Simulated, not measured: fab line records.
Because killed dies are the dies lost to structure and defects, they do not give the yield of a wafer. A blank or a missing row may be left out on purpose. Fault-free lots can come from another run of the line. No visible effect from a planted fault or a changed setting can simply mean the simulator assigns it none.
Matching of chambers | flow nand harc | ald metal-03 running NHARC_A_BLC_ALD_23: 4 sister chambers
The step deposits TiN, target thk 3 nm, pulse time 1 s, ald cycles 150. 4 wafers are shown with their chamber, then 10 later ones without.

## WAFERS PAIRED WITH THEIR CHAMBERS
wafer  | chamber | heater power w (W)
L080.6 | 3       | 1020
L085.3 | 2       | 1094
L094.1 | 0       | 997
L094.3 | 1       | 1042

## WAFERS WITHOUT THEIR CHAMBER
wafer  | heater power w (W)
L094.6 | 969
L094.2 | 1012
L094.4 | 971
L094.5 | 1047
L095.2 | 964
L095.4 | 1051
L095.6 | 975
L095.1 | 1056
L095.3 | 988
L095.5 | 1026

## THE CHAMBER EACH PASSED THROUGH
wafer  | from the rows above          | in truth
L094.6 | can't be placed: 0 or 3      | 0
L094.2 | can't be placed: 3 or 0 or 1 | 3
L094.4 | can't be placed: 0 or 3      | 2
L094.5 | can't be placed: 1 or 3      | 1
L095.2 | can't be placed: 0 or 3      | 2
L095.4 | can't be placed: 1 or 3 or 2 | 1
L095.6 | can't be placed: 0 or 3      | 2
L095.1 | can't be placed: 1 or 3 or 2 | 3
L095.3 | can't be placed: 0 or 3      | 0
L095.5 | can't be placed: 3 or 1 or 0 | 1
Placed correctly: 0 of 10. These rows do not allow placing 10 (true chamber among the candidates in 7). 0 placed wrongly.
How it was worked out, from the rows above alone: a wafer's distance from a chamber is the root of the sum, over the readings, of the square of ((its reading less the chamber's mean) divided by the reading's scatter). If the next closest chamber is less than 2 further off than the closest, the wafer can't be placed; otherwise it belongs to the closest. Each chamber's mean is taken over the wafers shown for it. The scatter (one wafer shown for each chamber): square how far every hidden wafer sits from the nearest shown wafer, average those squares and take the square root.
